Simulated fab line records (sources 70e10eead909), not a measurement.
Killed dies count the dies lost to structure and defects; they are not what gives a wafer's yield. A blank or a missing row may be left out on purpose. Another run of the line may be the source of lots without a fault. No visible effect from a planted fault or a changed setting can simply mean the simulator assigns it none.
fab line records	flow nand-harc
record lots=6	wafers=18	last-day=34
route steps=1302 shown A_CHANNEL_FILL_D1@513 A_DECK1_JOINT@518 END@1302
lots that met no fault: taken from a fault-free run of the same line
start-h: the number of hours between the record's first day and the start of the first shown wafer of the lot	wait-h: hours since the lot's step before	" as in the row above	L1.1+2: a single row standing in for several wafers	- no value present, or no start provided	* or withheld: withheld	< > ~ a bound
route shown NAME@n: names a module that has steps shown in the file, with the first one's number in the route	usual: mean/standard deviation of fault-free wafers	same: alike in all rows	chamber/n: place in a boat	sites: readings site by site	_std_site: standard deviation across them	_edge_site: mean of outer sites minus mean of inner sites	radius-mm: for every site, how far away it sits from the centre of the wafer	mask NAME#n: copy n	behind: tool/chamber where the wafer was last shaped	hold: why the lot was held/for how many hours/how that ended	device: which transistor (n, p or np) failed to switch	end of line: the tests these same wafers got at the end of their route	for a step that has no rows: nothing shown but its recipe	killed: count of dies lost to structure and defects at first sort (not the wafer's yield)	map: the dies of a wafer, with x for killed, . for not killed, _ for no die there
set.NAME: the run value of the setting; set.NAME@STEP: its run value at that earlier step	model.NAME: the simulator's own value behind a step, which no gauge read
a table for each step, a row for each wafer; lots at some steps of the route
services: a tool's chamber out of use, with start hour (start-h, from the record's first day; less than 0 if before it), hours out, and reason
## steps
# step NHARC_A_CHANNEL_FILL_D1_CMP_10
# recipe target-thk-nm=150
# usual edge-zone-pressure-frac=1.000/0.0047	motor-current-A=12.2/0.78	retaining-ring-pressure-frac=1.000/0.0052	time-to-endpoint-s=16.1/2
lot.wafer	tool	chamber	start-h	wait-h	edge-zone-pressure-frac	motor-current-A	retaining-ring-pressure-frac	time-to-endpoint-s
L183.3	cmp-02	1	230.33	0.4	0.999	13.6	0.997	12.5
L183.4	"	2	"	"	0.994	12.6	0.996	14.6
L183.5	"	1	"	"	1.002	13.3	0.994	11.3
L184.2	cmp-02	3	248.36	0.4	0.999	11.5	1.006	15.1
L184.1	"	1	"	"	0.996	13.4	0.989	17.4
L184.5	"	3	"	"	0.999	11.6	1.004	14.4
L194.3	cmp-04	3	351.87	0.4	1.000	11.2	0.996	14.8
L194.6	"	0	"	"	0.993	12.0	1.004	13.6
L194.5	"	1	"	"	1.003	11.1	1.003	13.2
L195.3	cmp-01	2	361.55	0.4	0.995	12.6	1.000	13.4
L195.4	"	3	"	"	1.003	12.8	0.994	16.3
L195.5	"	2	"	"	0.995	12.6	1.002	13.8
L200.3	cmp-01	2	415.00	0.4	1.003	11.7	1.001	12.3
L200.2	"	3	"	"	0.997	13.2	1.008	13.7
L200.5	"	2	"	"	1.002	12.9	0.998	13.1
L206.1	cmp-04	1	464.13	0.4	0.990	11.5	1.004	16.2
L206.6	"	1	"	"	0.993	11.4	0.994	17.5
L206.5	"	2	"	"	1.005	12.1	1.003	17.3
# step NHARC_A_CHANNEL_FILL_D1_SRD_12
# step NHARC_A_CHANNEL_FILL_D1_INSPECT_13
# usual raw-defect-count=304/110
lot.wafer	tool	chamber	start-h	wait-h	raw-defect-count
L183.3	defect-inspect-01	-	230.72	0.0	304
L183.4	"	-	"	"	345
L183.5	"	-	"	"	233
L184.1	defect-inspect-02	-	248.74	0.0	346
L184.2	"	-	"	"	287
L184.5	"	-	"	"	426
L194.3	defect-inspect-01	-	352.21	0.0	202
L194.5	"	-	"	"	215
L194.6	"	-	"	"	281
L195.3	defect-inspect-02	-	361.94	0.0	278
L195.4	"	-	"	"	404
L195.5	"	-	"	"	299
L200.2	defect-inspect-02	-	415.44	0.0	264
L200.3	"	-	"	"	342
L200.5	"	-	"	"	210
L206.1	defect-inspect-01	-	464.54	0.0	527
L206.5	"	-	"	"	345
L206.6	"	-	"	"	176
# step NHARC_A_DECK1_JOINT_ETCHBACK_07
# recipe target-depth-a=1050	time-s=26.9	hbr-flow-sccm=150	rf-w=350	icp-w=350	bias-w=60	chemistry=HBr
# usual drypump-motor-current-A=5.9/0.3	oes-product-au=0.996/0.0091	throttle-valve-pct=23.267/0.0093
lot.wafer	tool	chamber	start-h	wait-h	drypump-motor-current-A	oes-product-au	rf-hours-counter-h	throttle-valve-pct
L183.4	rie-si-05	0	230.80	0.1	5.9	0.998	0.7	23.266
L183.3	"	2	"	"	5.4	0.997	0.6	23.280
L183.5	"	3	"	"	6.2	1.018	-	23.248
L184.2	rie-si-03	2	248.80	0.1	6.2	0.997	0.1	23.272
L184.1	"	1	"	"	6.2	0.985	0.1	23.262
L184.5	"	2	"	"	6.2	1.000	-	23.251
L194.3	rie-si-03	0	352.28	0.1	5.9	1.001	0.9	23.279
L194.6	"	3	"	"	6.1	0.990	-	23.268
L194.5	"	0	"	"	5.9	0.992	-	23.265
L195.4	rie-si-02	0	362.01	0.1	5.2	0.993	0.5	23.250
L195.3	"	2	"	"	6.0	1.000	0.4	23.275
L195.5	"	3	"	"	5.6	0.992	-	23.254
L200.3	rie-si-03	1	415.50	0.1	6.2	0.983	0.1	23.249
L200.2	"	3	"	"	6.1	1.008	0.0	23.280
L200.5	"	1	"	"	6.2	0.981	-	23.288
L206.1	rie-si-03	3	464.65	0.1	6.1	1.005	0.3	23.264
L206.5	"	3	"	"	6.1	1.001	-	23.266
L206.6	"	0	"	"	5.9	1.010	-	23.273
# step NHARC_A_DECK1_JOINT_ETCH_25
# recipe target-depth-a=5	chemistry=dHF	material=SiO2
# step NHARC_A_DECK1_JOINT_ETCH_19
# recipe temp-c=25	target-depth-a=30	chemistry=TMAH	material=poly-Si
# step NHARC_A_DECK1_JOINT_ETCH_18
# recipe target-depth-a=30	chemistry=dHF	material=SiO2
# step NHARC_A_DECK1_JOINT_WET_08
# recipe temp-c=160	time-s=86	chemistry=H3PO4
# step NHARC_A_DECK1_JOINT_ETCH_09
# recipe target-depth-a=50	chemistry=dHF	material=SiO2
# step NHARC_A_DECK1_JOINT_WET_10
# recipe temp-c=160	time-s=86	chemistry=H3PO4
# step NHARC_A_DECK1_JOINT_ETCH_11
# recipe target-depth-a=350	chemistry=dHF	material=SiO2
lot.wafer	tool	chamber	start-h	wait-h
L183.5+3+4	wet-bench-02	5,7,2	235.57	0.0
L184.1+5+2	wet-bench-01	2,3,4	253.60	0.0
L194.5+3+6	wet-bench-01	5,6,0	357.04	0.0
L195.5+4+3	wet-bench-01	2,3,6	366.80	0.1
L200.5+3+2	wet-bench-02	5,6,7	420.34	0.1
L206.6+1+5	wet-bench-09	5,6,2	469.44	0.0
# step NHARC_A_DECK1_JOINT_CVD_12
# recipe target-thk-a=900	temp-c=620	pressure-mtorr=200	time-s=1800	material=poly-Si
# step NHARC_A_DECK1_JOINT_CMP_13
# recipe target-thk-nm=51.023
# usual edge-zone-pressure-frac=1.000/0.005	motor-current-A=12.4/0.71	retaining-ring-pressure-frac=0.999/0.0052	time-to-endpoint-s=9.2/2
lot.wafer	tool	chamber	start-h	wait-h	edge-zone-pressure-frac	motor-current-A	retaining-ring-pressure-frac	time-to-endpoint-s
L183.3	cmp-03	1	241.14	0.4	1.005	12.9	0.995	6.8
L183.4	"	2	"	"	0.992	12.0	0.997	6.7
L183.5	"	0	"	"	0.994	13.0	1.001	10.7
L184.1	cmp-02	0	259.14	0.4	1.001	13.3	1.000	9.1
L184.2	"	1	"	"	0.998	13.0	0.998	8.3
L184.5	"	3	"	"	1.009	11.8	1.005	7.9
L194.3	cmp-02	2	362.68	0.5	0.998	12.8	0.995	12.0
L194.5	"	3	"	"	0.994	11.4	0.994	9.0
L194.6	"	0	"	"	1.001	13.4	1.003	7.4
L195.4	cmp-02	1	372.32	0.4	0.990	13.0	1.005	10.0
L195.3	"	2	"	"	0.995	12.1	0.986	9.2
L195.5	"	2	"	"	0.998	12.4	0.994	8.6
L200.3	cmp-01	3	425.62	0.4	0.997	13.5	1.003	12.7
L200.2	"	2	"	"	1.007	11.9	0.999	9.4
L200.5	"	0	"	"	1.002	12.0	0.991	9.6
L206.1	cmp-01	1	475.07	0.4	1.005	12.8	1.001	8.7
L206.5	"	2	"	"	1.005	12.4	0.999	8.8
L206.6	"	3	"	"	0.998	12.9	0.996	8.7
# step NHARC_A_DECK1_JOINT_THK_MEAS_14
# recipe thk-meas-gauge=ellipsometry
# usual thk-nm=51.2/1.4
lot.wafer	tool	chamber	start-h	wait-h	thk-nm
L183.3	film-metro-01	-	241.35	0.2	50.1
L183.4	"	-	"	"	50.9
L183.5	"	-	"	"	49.8
L184.1	film-metro-01	-	259.36	0.2	49.8
L184.2	"	-	"	"	50.6
L184.5	"	-	"	"	50.4
L194.3	film-metro-01	-	362.86	0.2	53.0
L194.5	"	-	"	"	50.9
L194.6	"	-	"	"	49.6
L195.3	film-metro-01	-	372.58	0.2	52.6
L195.4	"	-	"	"	50.0
L195.5	"	-	"	"	52.8
L200.2	film-metro-02	-	425.88	0.2	49.5
L200.3	"	-	"	"	51.2
L200.5	"	-	"	"	52.5
L206.1	film-metro-02	-	475.25	0.2	51.5
L206.5	"	-	"	"	49.8
L206.6	"	-	"	"	51.2
# step NHARC_A_DECK1_JOINT_SRD_04
# step NHARC_A_DECK1_JOINT_ETCHBACK_00
# recipe target-depth-a=300	time-s=17.4	hbr-flow-sccm=150	rf-w=350	icp-w=350	bias-w=60	chemistry=HBr
# usual drypump-motor-current-A=5.8/0.34	oes-product-au=0.996/0.0094	throttle-valve-pct=23.266/0.0087
lot.wafer	tool	chamber	start-h	wait-h	drypump-motor-current-A	oes-product-au	rf-hours-counter-h	throttle-valve-pct
L183.3	rie-si-03	3	241.50	0.1	6.2	0.989	0.1	23.267
L183.4	"	0	"	"	5.9	1.000	0.1	23.267
L183.5	"	1	"	"	6.2	0.989	-	23.265
L184.2	rie-si-05	2	259.49	0.1	5.4	0.996	0.7	23.256
L184.1	"	1	"	"	6.1	0.996	0.9	23.265
L184.5	"	2	"	"	5.4	0.983	-	23.262
L194.3	rie-si-02	1	363.01	0.1	5.6	0.982	0.5	23.255
L194.5	"	3	"	"	5.5	0.995	-	23.277
L194.6	"	0	"	"	5.2	0.984	-	23.280
L195.3	rie-si-02	1	372.73	0.1	5.7	1.009	0.6	23.268
L195.4	"	2	"	"	6.0	0.997	0.6	23.264
L195.5	"	3	"	"	5.5	1.000	-	23.282
L200.3	rie-si-03	1	426.00	0.1	6.2	1.002	0.1	23.262
L200.2	"	0	"	"	5.9	1.008	0.1	23.269
L200.5	"	2	"	"	6.2	1.012	-	23.267
L206.1	rie-si-05	3	475.39	0.1	6.2	0.985	1.3	23.263
L206.6	"	2	"	"	5.4	0.989	-	23.269
L206.5	"	3	"	"	6.2	0.990	-	23.266
# step NHARC_A_DECK1_JOINT_PRECLEAN_30
# recipe time-s=*	temp-c=50	bath-age-min=0	chemistry=SC1
# step NHARC_A_DECK1_JOINT_SRD_31
# step NHARC_A_DECK1_JOINT_CVD_34
# recipe target-thk-a=200	temp-c=700	pressure-mtorr=300	material=SiNx
# step NHARC_A_DECK1_JOINT_DEP_06
# recipe target-thk-a=800	temp-c=65	material=SiOx
# step NHARC_A_DECK1_JOINT_CURE_26
# recipe temp-c=150	time-s=32	pressure-atm=0.395
# step NHARC_A_DECK1_JOINT_ANNEAL_27
# recipe temp-c=400	time-s=3600	idle-temp-c=300	ramp-up-c-per-min=10	densification-p-h2o-torr=640
# step NHARC_A_DECK1_JOINT_ANNEAL_28
# recipe temp-c=500	time-s=1800	idle-temp-c=400	ramp-up-c-per-min=10	densification-p-h2o-torr=640
# step NHARC_A_DECK1_JOINT_ANNEAL_29
# recipe temp-c=750	time-s=1800	idle-temp-c=500	ramp-up-c-per-min=10	ramp-down-c-per-min=3
# step NHARC_A_DECK1_JOINT_CMP_02
# recipe material=SiOx
# usual edge-zone-pressure-frac=0.999/0.0052	motor-current-A=12.5/0.71	retaining-ring-pressure-frac=1.000/0.0055
lot.wafer	tool	chamber	start-h	wait-h	edge-zone-pressure-frac	motor-current-A	retaining-ring-pressure-frac
L183.3	cmp-02	2	261.17	0.4	1.004	12.2	0.999
L183.4	"	3	"	"	0.998	11.0	0.998
L183.5	"	2	"	"	0.998	12.7	0.998
L184.1	cmp-03	1	283.01	0.4	0.998	12.7	1.006
L184.2	"	2	"	"	1.006	12.1	0.997
L184.5	"	1	"	"	0.992	12.0	1.000
L194.3	cmp-02	3	384.81	0.4	1.001	11.6	0.997
L194.5	"	3	"	"	1.005	11.3	0.994
L194.6	"	0	"	"	0.990	13.5	0.994
L195.4	cmp-02	0	395.81	0.4	0.998	12.9	0.993
L195.3	"	2	"	"	1.005	12.2	1.006
L195.5	"	1	"	"	0.996	13.5	1.003
L200.2	cmp-03	2	447.43	0.4	1.012	12.4	1.002
L200.3	"	3	"	"	0.996	11.3	1.005
L200.5	"	0	"	"	0.987	13.5	1.001
L206.1	cmp-01	3	510.51	0.4	1.001	12.9	1.002
L206.5	"	2	"	"	0.998	12.7	1.004
L206.6	"	3	"	"	1.002	12.5	1.003
# step NHARC_A_DECK1_JOINT_SRD_15
# step NHARC_A_DECK1_JOINT_DEP_16
# recipe target-thk-a=450	temp-c=400	pressure-torr=6.5	rf-w=900	teos-flow-sccm=161.4	flow-sccm=2650	target-thk-nm=45	gas=O2	material=SiO2
# step NHARC_A_DECK1_JOINT_THK_MEAS_17
# recipe thk-meas-gauge=ellipsometry
# usual thk-nm=44.8/1
lot.wafer	tool	chamber	start-h	wait-h	thk-nm
L183.3	film-metro-01	-	261.84	0.2	45.4
L183.4	"	-	"	"	45.1
L183.5	"	-	"	"	44.8
L184.1	film-metro-01	-	283.67	0.3	44.1
L184.2	"	-	"	"	43.4
L184.5	"	-	"	"	44.9
L194.3	film-metro-01	-	385.48	0.2	44.2
L194.5	"	-	"	"	46.6
L194.6	"	-	"	"	45.3
L195.3	film-metro-01	-	396.48	0.3	45.6
L195.4	"	-	"	"	45.4
L195.5	"	-	"	"	44.8
L200.2	film-metro-01	-	448.05	0.3	43.3
L200.3	"	-	"	"	43.7
L200.5	"	-	"	"	45.3
L206.1	film-metro-01	-	511.15	0.2	44.6
L206.5	"	-	"	"	44.0
L206.6	"	-	"	"	45.7
# step NHARC_END_SORT_01
# recipe temp-c=25
# usual killed-at-array=53/21	killed-at-other=1.1/1.5	killed-at-periphery=3.9/2.7	killed-dies=58/21	killed-open=3.4/1.9	killed-short=2.3/1.5
# same gross-dies=677
lot.wafer	tool	chamber	start-h	wait-h	killed-at-array	killed-at-other	killed-at-periphery	killed-dies	killed-open	killed-short
L194.3	prober-01	0	678.96	3.1	151	0	5	156	3	6
L194.5	prober-01	0	680.55	3.7	149	1	7	157	1	2
L194.6	prober-01	0	681.35	4.0	147	1	11	159	3	3
L195.3	prober-02	0	697.37	3.1	160	1	3	164	5	3
L195.4	prober-02	0	698.18	3.4	153	0	1	154	1	1
L195.5	prober-02	0	698.99	3.7	175	0	1	176	4	3
L200.2	prober-02	0	733.98	2.8	17	1	1	19	3	0
L200.3	prober-02	0	734.77	3.1	39	2	2	43	2	5
L200.5	prober-02	0	736.36	3.7	31	1	4	36	7	4
# killed by level:class
L194.3 A_DECK1_JOINT:unspecified=87 A_SLIT:chamber-film-flake=34 A_CHANNEL_HOLE_D1:chamber-film-flake=7 A_CONTACT:chamber-film-flake=5 A_STAIRCASE:chamber-film-flake=4 A_BLC:chamber-film-flake=4 P_GATE:geometric-particle:short=1 P_M0:geometric-particle:short=1
L194.5 A_DECK1_JOINT:unspecified=101 A_SLIT:chamber-film-flake=30 P_CONTACT:chamber-film-flake=6 A_BLC:chamber-film-flake=6 A_CHANNEL_HOLE_D1:chamber-film-flake=4 A_STAIRCASE:chamber-film-flake=4 A_CHANNEL_FILL_D1:geometric-particle:short=1 A_BLC:geometric-particle:open=1
L194.6 A_DECK1_JOINT:unspecified=94 A_SLIT:chamber-film-flake=32 P_CONTACT:chamber-film-flake=7 A_CHANNEL_HOLE_D1:chamber-film-flake=6 A_BLC:chamber-film-flake=6 P_STI:chamber-film-flake=3 P_M0:geometric-particle:open=1 A_CHANNEL_FILL_D1:geometric-particle:short=1
L195.3 A_DECK1_JOINT:unspecified=87 A_CHANNEL_HOLE_D1:chamber-film-flake=32 A_SLIT:chamber-film-flake=28 A_CONTACT:chamber-film-flake=6 P_CONTACT:geometric-particle:open=2 A_CHANNEL_FILL_D1:geometric-particle:short=2 A_ZERO_WELL:chamber-film-flake=2 P_GATE:geometric-particle:open=1
L195.4 A_DECK1_JOINT:unspecified=89 A_SLIT:chamber-film-flake=28 A_CHANNEL_HOLE_D1:chamber-film-flake=25 A_CONTACT:chamber-film-flake=6 P_M0:geometric-particle:open=1 A_SOURCE_PLATE:geometric-particle:short=1 A_ZERO_WELL:chamber-film-flake=1 A_STAIRCASE:chamber-film-flake=1
L195.5 A_DECK1_JOINT:unspecified=97 A_CHANNEL_HOLE_D1:chamber-film-flake=38 A_SLIT:chamber-film-flake=27 A_WL_FILL:chamber-film-flake=3 A_CHANNEL_FILL_D1:geometric-particle:open=2 A_BONDPAD:chamber-film-flake=2 P_GATE:geometric-particle:open=1 A_DECK1_JOINT:geometric-particle:short=1
L200.2 A_CHANNEL_HOLE_D1:chamber-film-flake=6 A_STAIRCASE:chamber-film-flake=2 A_SLIT:chamber-film-flake=2 P_M1:geometric-particle:open=1 A_ONON_D1:geometric-particle:open=1 A_M0:geometric-particle:open=1 A_CHANNEL_FILL_D1:chamber-film-flake=1 A_DECK1_JOINT:chamber-film-flake=1
L200.3 A_CHANNEL_HOLE_D1:chamber-film-flake=17 A_CONTACT:chamber-film-flake=5 A_SLIT:chamber-film-flake=3 A_ONON_D2:geometric-particle:short=2 A_CHANNEL_FILL_D2:geometric-particle:open=2 A_CHANNEL_FILL_D2:chamber-film-flake=2 A_WL_FILL:chamber-film-flake=2 THIN_TSV:chamber-film-flake=2
L200.5 A_CHANNEL_HOLE_D1:chamber-film-flake=8 A_CONTACT:chamber-film-flake=5 A_SLIT:chamber-film-flake=4 P_STI:geometric-particle:short=2 A_M0:geometric-particle:open=2 A_CHANNEL_FILL_D2:chamber-film-flake=2 P_M2:geometric-particle:open=1 A_SOURCE_PLATE:geometric-particle:open=1
# map L194.6 (x killed, . not)
____________.____________
_________......._________
_______..........._______
______...........x.______
_____..............._____
____...........x.....____
____...x..........x..____
___..x.......x........___
___..xx.x..x..........___
__...xx.x....x.........__
__...xxx.......x....x..__
_....xxx........x.x....._
_...xxxxxx.x.....xxxx..._
_..xxxxxx.x.x.xxxxxxx.xx_
_...x.x..x.....xxxxxxx.._
_..xxx.......xxxxxxxxx.._
......x.......xxxxxxxxx..
.........x.x..xxxxxxxxx..
..............xxxxxxxx...
..............xxxxxxxx...
..............xxxxxxxx...
_..........x..xxxxxxxx.._
_xx.............xxxxx..._
_..x...........xxxxxxx.._
_................x.x...._
_..........x....x......._
__......x......x.......__
__.....................__
___....x...x..........___
___..........x....x..x___
____..........x.....x____
____.....x...........____
_____...........x..._____
______........x....______
_______..........._______
_________......._________
____________.____________
# map L195.5 (x killed, . not)
____________.____________
_________......._________
_______..........._______
______.............______
_____..............._____
____...............x.____
____...x............x____
___...x............x..___
___x.xx....x.....x....___
__..xx.xx..............__
__...xxxx.......xxx....__
_...x.xx.......xx......._
_....xxx.......xxx......_
_x....xxx.....xxxxx....._
_....x.xx....xxxx.xx...._
_.......xx..xxxxxxx....._
......x......xxxxx.......
....x...........xxx......
....x..x.....xx.x........
.....xxx.x.......x..x....
....xxxxx.x......x...x...
_.xxxxx.xx.............._
_.xxxxxxxxx............._
_.xxxxxxxxx............._
_xxxxxxxxxx............._
_xxxxxxxxx.............._
__xxxxxxxx.............__
__xxxxxxxxx............__
___xxxxxxxx...........___
___xxxxxxx............___
____xxxxx............____
____xxxxx............____
_____.x............._____
______.............______
_______..........._______
_________x......_________
____________.____________
## services
tool	chamber	start-h	hours	kind
cmp-02	-	212.42	1.0	repair
rie-si-03	-	221.00	9.0	pm
cmp-02	-	232.53	4.0	pm
rie-si-03	1	234.68	2.4	repair
rie-si-05	1	244.04	2.1	repair
cmp-03	-	260.79	4.0	pm
rie-si-05	-	274.00	0.6	repair
cmp-02	-	276.09	0.4	repair
cmp-01	-	283.50	4.0	pm
cmp-01	-	312.56	1.2	repair
rie-si-03	1	323.49	7.5	repair
rie-si-03	-	329.96	3.4	repair
cmp-02	-	330.53	4.0	pm
rie-si-03	2	342.29	2.3	repair
cmp-01	-	363.24	4.0	repair
cmp-01	-	381.50	4.0	pm
rie-si-03	-	398.00	9.0	pm
cmp-02	-	414.45	0.6	repair
cmp-02	-	428.53	4.0	pm
cmp-01	-	462.39	0.5	repair
rie-si-03	2	462.66	3.3	repair
cmp-01	-	465.27	0.9	repair
cmp-01	-	479.50	4.0	pm
cmp-01	-	503.35	1.0	repair
## key
first-sign step=NHARC_END_SORT_01	reading=killed-at-array	direction=up	sigmas=5	usual=53	struck=156
effect step=NHARC_END_SORT_01	reading=killed-dies	direction=up	sigmas=4.8	usual=58	struck=161
more-kills-born-at NHARC_A_DECK1_JOINT_ETCH_11@wet-bench-01=555
met-at NHARC_A_DECK1_JOINT_ETCH_11
struck-wafers L194.3,L194.5,L194.6,L195.3,L195.4,L195.5
tester-left-out L194,L195
onset-between 253.60 357.04
also-fits NHARC_A_DECK1_JOINT_CMP_13:cmp-02,NHARC_A_DECK1_JOINT_ETCHBACK_00:rie-si-02,NHARC_A_DECK1_JOINT_CMP_02:cmp-02
fault kind=chamber-particle-source	tool=wet-bench-01	chamber=-	onset-h=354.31	steps=NHARC_A_DECK1_JOINT_ETCH_11	rate-per-visit-cm2=1.4306	end-h=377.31
# tester-left-out: of these lots the tester's yield and bins aren't shown, on N5 and GAA mostly nor the transistor test; their killed dies are dies lost to structure and defects alone, not to doping, threshold or leakage, so they don't give the yield
